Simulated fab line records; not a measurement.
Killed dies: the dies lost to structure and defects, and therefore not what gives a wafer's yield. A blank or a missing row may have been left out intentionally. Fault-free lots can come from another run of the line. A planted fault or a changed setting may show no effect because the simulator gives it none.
fab line records	flow nand_harc	part 2 of 2: steps 23 to 32 of 32
[record] lots = 5	wafers = 15	last_day = 23
route steps=1159 shown P_CONTACT@245 P_M0@253
lots that met no fault: from a run of the same line without faults
start_h: start of the lot's first displayed wafer, in hours after the record's first day	wait_h: hours from the lot's prior step to this one	" identical to the entry in the row above	L1.1+2: several wafers, shown together as one row	- value missing, or start not given	* or withheld: withheld	< > ~ a bound
route shown NAME@n: NAME is a module with steps in the file, n the number in the route of the first one	usual: the fault-free wafers' mean and standard deviation	same: alike in all rows	chamber/n: place in a boat	sites: readings site by site	_std_site: their standard deviation	_edge_site: the outer-site mean with the inner-site mean subtracted	radius_mm: for every site, how far away it sits from the centre of the wafer	mask NAME#n: copy n	behind: the last tool/chamber to shape the wafer	hold: reason for holding the lot/hours on hold/outcome of the hold	device: transistor that didn't switch, given as n, p or np	end of line: the route-end tests of the same wafers	for a step that has no rows: nothing shown but its recipe	killed: count of dies lost to structure and defects at first sort (not the wafer's yield)	map: the dies of a wafer, with x for killed, . for not killed, _ for no die there
set.NAME: the setting as run; set.NAME@STEP: as run at that earlier step	model.NAME: the simulator's own value behind a step, which no gauge read
certain route steps with their lots: each step a table, each wafer a row
services: the hour from which a tool's chamber was out of use, counted from the record's first day as start_h (under 0 if before that day), plus the number of hours and why
[[steps]]
[step NHARC_P_M0_ETCH_15]
[recipe] target_depth_a = 1500	overetch_a = 150	time_s = 82.5	c4f8_flow_sccm = withheld	ar_flow_sccm = 400	rf_w = 600	bias_w = 300	chemistry = C4F8/Ar
[usual] oes_product_au = 0.954/0.021	rf_fwd_power_W = 596.3/2.3	rf_vpp_V = 440.4/2.8
lot.wafer	tool	chamber	start_h	wait_h	oes_product_au	rf_fwd_power_W	rf_hours_counter_h	rf_vpp_V
L074.4	rie_diel-05	2	-	-	0.919	588.3	8	440.0
L074.2	"	3	"	"	0.921	595.8	8	443.1
L074.6	"	2	"	"	0.934	592.1	-	441.1
L080.4	rie_diel-09	1	-	-	0.955	597.7	5	439.2
L080.3	"	2	"	"	0.980	596.9	4	437.6
L080.5	"	2	"	"	0.982	592.9	-	438.1
L081.2	rie_diel-05	0	-	-	0.926	595.9	10	438.5
L081.4	"	1	"	"	0.962	597.3	11	437.4
L081.5	"	0	"	"	0.930	593.1	-	436.8
L088.4	rie_diel-09	0	-	-	0.927	595.0	9	445.1
L088.1	"	1	"	"	0.908	595.9	9	438.3
L088.3	"	2	"	"	0.933	593.3	8	438.4
L097.4	rie_diel-09	3	-	-	0.967	597.7	11	444.0
L097.6	"	1	"	"	0.980	596.2	-	436.9
L097.5	"	2	"	"	0.995	596.7	-	438.9
[step NHARC_P_M0_CD_MEAS_16]
[usual] cd_nm = 89.8/0.63
lot.wafer	tool	chamber	start_h	wait_h	cd_nm
L074.2	cd_sem-02	-	111.25	-	89.7
L074.4	"	-	"	"	89.0
L074.6	"	-	"	"	89.6
L080.3	cd_sem-03	-	151.28	-	89.7
L080.4	"	-	"	"	89.8
L080.5	"	-	"	"	89.3
L081.2	cd_sem-01	-	158.02	-	90.3
L081.4	"	-	"	"	90.9
L081.5	"	-	"	"	90.5
L088.1	cd_sem-01	-	209.26	-	90.3
L088.3	"	-	"	"	90.1
L088.4	"	-	"	"	90.3
L097.4	cd_sem-01	-	246.07	-	89.5
L097.5	"	-	"	"	90.4
L097.6	"	-	"	"	89.8
[step NHARC_P_M0_STRIP_18]
[recipe] power_w = 1000	n2_flow_sccm = 150	h2_flow_sccm = 150	ar_flow_sccm = 0	bias_w = 0	chemistry = N2/H2
[usual] drypump_motor_current_A = 5.7/0.52	oes_product_au = 1.003/0.008	rf_fwd_power_W = 998/3.1	rf_vpp_V = 90.5/1.1	showerhead_plenum_p_Torr = 2.03/0.091	throttle_valve_pct = 14.171/0.0083
lot.wafer	tool	chamber	start_h	wait_h	drypump_motor_current_A	oes_product_au	rf_fwd_power_W	rf_hours_counter_h	rf_vpp_V	showerhead_plenum_p_Torr	throttle_valve_pct
L074.2	rie_diel-02	2	111.35	0.1	5.5	1.002	1002	7	90.6	2.12	14.173
L074.4	"	0	"	"	5.6	1.002	1001	10	90.3	2.04	14.174
L074.6	"	1	"	"	5.6	0.999	1000	-	88.9	1.96	14.175
L080.3	rie_diel-09	3	151.40	0.1	6.7	0.997	1001	5	91.1	2.16	14.162
L080.4	"	0	"	"	5.4	0.992	1001	5	90.4	2.16	14.181
L080.5	"	2	"	"	4.9	1.002	995	-	89.1	1.95	14.192
L081.2	rie_diel-09	0	158.09	0.1	5.4	1.005	1003	6	90.5	2.15	14.170
L081.4	"	2	"	"	5.0	1.014	999	5	90.9	1.95	14.159
L081.5	"	1	"	"	5.6	1.005	1000	-	89.6	1.94	14.162
L088.3	rie_diel-02	0	209.34	0.1	5.6	1.009	1001	4	92.8	2.04	14.159
L088.4	"	2	"	"	5.5	0.998	998	2	90.0	2.12	14.176
L088.1	"	3	"	"	5.2	1.000	995	3	89.4	1.93	14.154
L097.4	rie_diel-09	3	246.16	0.1	6.6	1.005	996	11	90.7	2.16	14.169
L097.5	"	2	"	"	5.0	1.006	997	-	89.7	1.95	14.167
L097.6	"	3	"	"	6.6	1.006	997	-	91.7	2.16	14.177
[step NHARC_P_M0_STRIP_19]
[recipe] time_s = 600	temp_c = 30	chemistry = post_etch_residue_remover
[usual] bath_heat_duty_pct = 12.8/1.2
lot.wafer	tool	chamber	start_h	wait_h	bath_heat_duty_pct
L074.2	wet_bench-02	2	111.61	-	13.5
L074.6	"	6	"	"	12.6
L074.4	"	7	"	"	11.3
L080.3	wet_bench-02	7	151.63	-	14.1
L080.4	"	1	"	"	12.6
L080.5	"	3	"	"	12.0
L081.4	wet_bench-07	5	158.37	-	14.9
L081.2	"	0	"	"	10.7
L081.5	"	2	"	"	12.0
L088.1	wet_bench-07	5	209.62	-	13.9
L088.3	"	6	"	"	13.6
L088.4	"	1	"	"	12.1
L097.5	wet_bench-07	5	246.41	-	14.4
L097.4	"	6	"	"	13.3
L097.6	"	0	"	"	11.8
[step NHARC_P_M0_DEGAS_28]
[recipe] temp_c = 250	time_s = 60
[usual] heater_power_w = 352/26
lot.wafer	tool	chamber	start_h	wait_h	heater_power_w
L074.2	pvd_sputter-01	-	111.89	-	310
L074.4	"	-	"	"	310
L074.6	"	-	"	"	315
L080.3	pvd_sputter-03	-	151.91	-	326
L080.4	"	-	"	"	382
L080.5	"	-	"	"	372
L081.4	pvd_sputter-02	-	158.66	-	366
L081.2	"	-	"	"	353
L081.5	"	-	"	"	363
L088.3	pvd_sputter-01	-	209.89	-	373
L088.1	"	-	"	"	320
L088.4	"	-	"	"	326
L097.4	pvd_sputter-02	-	246.69	-	392
L097.6	"	-	"	"	349
L097.5	"	-	"	"	383
[step NHARC_P_M0_PRE_CLEAN_29]
[recipe] time_s = 30	temp_c = 280	gas = H2/He
[usual] heater_power_w = 432/34
lot.wafer	tool	chamber	start_h	wait_h	heater_power_w
L074.4	pvd_sputter-01	-	-	-	396
L074.2	"	-	"	"	376
L074.6	"	-	"	"	378
L080.4	pvd_sputter-03	-	-	-	460
L080.3	"	-	"	"	399
L080.5	"	-	"	"	447
L081.2	pvd_sputter-02	-	-	-	466
L081.4	"	-	"	"	431
L081.5	"	-	"	"	478
L088.4	pvd_sputter-01	-	-	-	368
L088.1	"	-	"	"	385
L088.3	"	-	"	"	389
L097.4	pvd_sputter-02	-	-	-	413
L097.6	"	-	"	"	446
L097.5	"	-	"	"	432
[step NHARC_P_M0_PVD_20]
[recipe] target_thk_a = 50	bias_v = 168.6	power_w = 15000	chamber_pressure_pa = 0.12	time_s = 8.06	substrate_temp_c = 50	material = TaN
[usual] throttle_valve_pct = 30.1/0.77
lot.wafer	tool	chamber	start_h	wait_h	throttle_valve_pct
L074.2	pvd_sputter-01	-	-	-	30.3
L074.4	"	-	"	"	29.6
L074.6	"	-	"	"	30.5
L080.4	pvd_sputter-03	-	-	-	29.7
L080.3	"	-	"	"	30.1
L080.5	"	-	"	"	29.9
L081.4	pvd_sputter-02	-	-	-	31.2
L081.2	"	-	"	"	28.7
L081.5	"	-	"	"	31.2
L088.3	pvd_sputter-01	-	-	-	30.2
L088.4	"	-	"	"	29.9
L088.1	"	-	"	"	29.3
L097.4	pvd_sputter-02	-	-	-	30.4
L097.6	"	-	"	"	30.1
L097.5	"	-	"	"	29.3
[step NHARC_P_M0_PVD_21]
[recipe] target_thk_a = 300	chamber_pressure_pa = 5	power_w = 5000	substrate_temp_c = 30	time_s = 20.49	material = Cu
[usual] throttle_valve_pct = 30.1/0.81
lot.wafer	tool	chamber	start_h	wait_h	throttle_valve_pct
L074.4	pvd_sputter-01	-	-	-	30.0
L074.2	"	-	"	"	30.2
L074.6	"	-	"	"	29.8
L080.3	pvd_sputter-03	-	-	-	29.2
L080.4	"	-	"	"	30.3
L080.5	"	-	"	"	29.2
L081.4	pvd_sputter-02	-	-	-	31.5
L081.2	"	-	"	"	30.3
L081.5	"	-	"	"	28.9
L088.1	pvd_sputter-01	-	-	-	30.2
L088.4	"	-	"	"	30.2
L088.3	"	-	"	"	29.0
L097.4	pvd_sputter-02	-	-	-	29.1
L097.5	"	-	"	"	30.5
L097.6	"	-	"	"	32.3
[step NHARC_P_M0_ECD_22]
[recipe] target_thk_a = 4000	bath_temp_c = 25	material = Cu
[usual] bath_heat_duty_pct = 6.1/0.73
lot.wafer	tool	chamber	start_h	wait_h	bath_heat_duty_pct
L074.2	ecd_cu-02	0	112.31	-	5.6
L074.4	"	1	"	"	6.2
L074.6	"	0	"	"	5.7
L080.4	ecd_cu-02	0	152.36	-	6.9
L080.3	"	1	"	"	4.5
L080.5	"	1	"	"	5.3
L081.2	ecd_cu-01	0	159.08	-	7.2
L081.4	"	1	"	"	5.8
L081.5	"	1	"	"	6.0
L088.1	ecd_cu-02	0	210.27	-	7.4
L088.3	"	0	"	"	6.3
L088.4	"	1	"	"	4.5
L097.4	ecd_cu-01	0	247.20	-	5.5
L097.6	"	1	"	"	5.3
L097.5	"	0	"	"	5.5
[step NHARC_P_M0_ANNEAL_30]
[recipe] temp_c = 225	time_s = 90
[usual] wafer_temp_C_max = 226.30/0.28
lot.wafer	tool	chamber	start_h	wait_h	wafer_temp_C_max
L074.2	rtp_anneal-01	0	112.69	0.3	226.65
L074.4	"	0	"	"	226.47
L074.6	"	0	"	"	226.52
L080.3	rtp_anneal-02	0	152.74	-	226.29
L080.4	"	0	"	"	226.24
L080.5	"	0	"	"	226.36
L081.2	rtp_anneal-02	0	159.51	0.4	226.32
L081.4	"	0	"	"	225.69
L081.5	"	0	"	"	226.51
L088.1	rtp_anneal-01	0	210.66	0.3	226.09
L088.3	"	0	"	"	225.99
L088.4	"	0	"	"	226.10
L097.4	rtp_anneal-02	0	247.61	-	226.77
L097.5	"	0	"	"	227.20
L097.6	"	0	"	"	226.49
[[services]]
tool	chamber	start_h	hours	kind
litho_track-01	-	93.00	7.0	pm
wet_bench-07	-	96.00	8.0	pm
pvd_sputter-03	-	102.02	10.0	pm
ald_metal-03	2	104.04	12.8	repair
cmp-04	-	105.16	4.0	pm
litho_track-06	-	117.00	7.0	pm
rie_diel-09	2	118.57	4.9	repair
pecvd-04	-	124.51	2.7	repair
rie_diel-05	0	131.24	4.3	repair
pvd_sputter-03	-	133.31	2.0	repair
cmp-04	-	136.18	0.3	repair
cvd_w-02	-	137.02	1.9	repair
litho_track-04	-	141.00	7.0	pm
ald_metal-03	-	144.00	10.0	pm
pvd_sputter-01	-	152.11	2.6	repair
pvd_sputter-01	-	158.00	10.0	pm
wet_bench-04	-	163.20	8.0	pm
rie_diel-05	-	163.60	9.0	pm
rie_diel-09	3	178.54	15.0	repair
cvd_w-02	-	195.55	13.0	pm
pvd_sputter-02	-	206.14	3.0	repair
pvd_sputter-02	-	214.00	10.0	pm
rie_diel-09	0	223.01	9.5	repair
rie_diel-05	1	230.62	6.0	repair
